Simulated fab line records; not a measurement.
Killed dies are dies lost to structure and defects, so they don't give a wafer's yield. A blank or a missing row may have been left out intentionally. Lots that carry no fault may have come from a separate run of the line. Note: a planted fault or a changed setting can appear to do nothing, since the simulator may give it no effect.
2 desks, one fault -- flow nandHarc -- what lay behind the numbers comes last; until then each desk has only its own

TOOL OWNER'S DESK, rieDiel-02
The tool's own readings at NHARC_A_CHANNEL_FILL_D2_ETCHBACK_08 (etches the open film in C4F8, target depth 220 nm, time 110 s): means of the sampled wafers that have a number, for each lot that ran on this tool. Any lot whose mean is over 4 standard deviations away from the usual mean is out of limits and marked OUT; that distance is given in the brackets.
Columns: A = oesProductAu at NHARC_A_CHANNEL_FILL_D2_ETCHBACK_08, usual 0.96 a.u.; B = rfVppV at NHARC_A_CHANNEL_FILL_D2_ETCHBACK_08, usual 440.6 V
lot,first seen here,A,B
L606,day 15 04:29,0.93,440.2
L611,day 17 15:34,0.93,439.2
L612,day 18 08:04,1.00,441.5
L613,day 18 14:29,0.93,440.2
L614,day 18 21:17,0.93,441.2
L616,day 19 07:51,1.01,440.7
L620,day 21 07:32,0.93,439.3
L622,day 21 19:40,1.00,441.5
This desk's finding: nothing out of limits on any of the 8 lots.

AT THE METROLOGY DESK
Means of the sampled wafers that have a number, per lot and without regard to the tool the lot ran on: this is what the gauges read. Any lot whose mean is over 4 standard deviations away from the usual mean is out of limits and marked OUT; that distance is given in the brackets.
Columns: A = cdNm at NHARC_A_BONDPAD_CD_MEAS_09, usual 500.3 nm; B = overlayXNm at NHARC_HYBRID_BOND_OVL_MEAS_05, usual -3 nm; C = overlayYNm at NHARC_HYBRID_BOND_OVL_MEAS_05, usual 0 nm
lot,first seen here,A,B,C
L604,day 22 07:03,500.5,-0,-14
L605,day 22 17:58,499.7,-32,-17
L606,day 22 19:16,501.3,-10,24
L603,day 22 20:49,500.0,14,7
L607,day 24 02:23,498.3,12,-11
L609,day 24 05:33,501.0,5,5
L611,day 25 14:46,499.7,-18,6
L612,day 26 06:05,500.1,-10,-14
L613,day 26 07:27,502.1,22,-21
L614,day 26 11:09,499.5,1,-16
L616,day 27 01:17,500.8,39,37
L620,day 28 16:50,498.8,-16,-26
L622,day 29 07:47,499.6,21,5
L621,day 29 08:35,501.4,-21,-6
This desk's finding: nothing out of limits on any of the 14 lots.

BROUGHT TOGETHER
The tool owner's desk saw nothing out of limits.
From the metrology desk's view, nothing was out of limits.

WHAT THE SIMULATOR PUT IN
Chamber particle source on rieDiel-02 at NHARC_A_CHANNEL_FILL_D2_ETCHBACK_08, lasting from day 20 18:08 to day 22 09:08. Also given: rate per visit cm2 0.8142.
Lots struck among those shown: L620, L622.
